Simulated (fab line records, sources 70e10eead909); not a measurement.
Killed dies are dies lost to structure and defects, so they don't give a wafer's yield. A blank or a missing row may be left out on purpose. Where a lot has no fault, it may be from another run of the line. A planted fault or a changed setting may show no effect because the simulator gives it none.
Chamber matching    flow nand_harc    NHARC_A_STAIRCASE_DESCUM_252 on rie_diel-01 has 4 sister chambers
The step chemistry O2, time 3 s. 14 wafers are shown with their chamber, then 7 later ones without.

EACH WAFER AND ITS CHAMBER
wafer   chamber  showerhead_plenum_p_Torr (Torr)  oes_product_au (a.u.)  throttle_valve_pct (%)
L076.1  1        1.81                             1.011                  11.319
L076.5  1        1.81                             1.003                  11.300
L076.6  0        1.79                             1.011                  11.331
L079.1  0        1.78                             1.015                  11.327
L079.2  1        1.81                             1.019                  11.306
L079.6  0        1.78                             1.006                  11.295
L078.1  3        1.88                             0.994                  11.319
L078.2  1        1.81                             0.999                  11.314
L078.4  2        1.97                             0.994                  11.306
L077.1  2        1.97                             0.996                  11.286
L077.5  2        1.97                             1.006                  11.305
L077.6  1        1.81                             1.010                  11.320
L080.1  0        1.78                             1.011                  11.307
L080.3  1        1.81                             1.009                  11.322

SIGNATURES, as means of the wafers listed above
reading                   chamber 0  chamber 1  chamber 2  chamber 3  scatter within a chamber
showerhead_plenum_p_Torr  1.7825     1.8100     1.9700     1.8800     0.00274
oes_product_au            1.01075    1.00850    0.99867    0.99400    0.00602
throttle_valve_pct        11.31500   11.31350   11.29900   11.31900   0.0123
Rule: for a wafer and a chamber, the distance is found by dividing, reading by reading, the gap between the wafer's reading and the chamber's mean by the reading's scatter, squaring, summing and taking the root. If the next closest chamber is less than 2 further off than the closest, the wafer can't be placed; otherwise it belongs to the closest. The scatter is the square root of a quotient: the sum, over the shown wafers, of each reading's squared deviation from its chamber's mean, divided by wafers minus chambers.

WAFERS WHOSE CHAMBER IS MISSING
wafer   showerhead_plenum_p_Torr (Torr)  oes_product_au (a.u.)  throttle_valve_pct (%)
L080.6  1.78                             1.001                  11.313
L081.1  1.78                             0.999                  11.309
L081.2  1.88                             0.982                  11.323
L081.6  1.81                             1.002                  11.313
L094.4  1.87                             1.003                  11.312
L094.5  1.80                             1.001                  11.303
L094.6  1.78                             1.006                  11.307

THE CHAMBER EACH PASSED THROUGH
wafer   from the rows above  in truth
L080.6  0                    0
L081.1  0                    0
L081.2  3                    3
L081.6  1                    1
L094.4  3                    3
L094.5  1                    1
L094.6  0                    0
Correct placement for 7 of the 7. From these rows, 0 cannot be placed. Placed wrongly: 0.
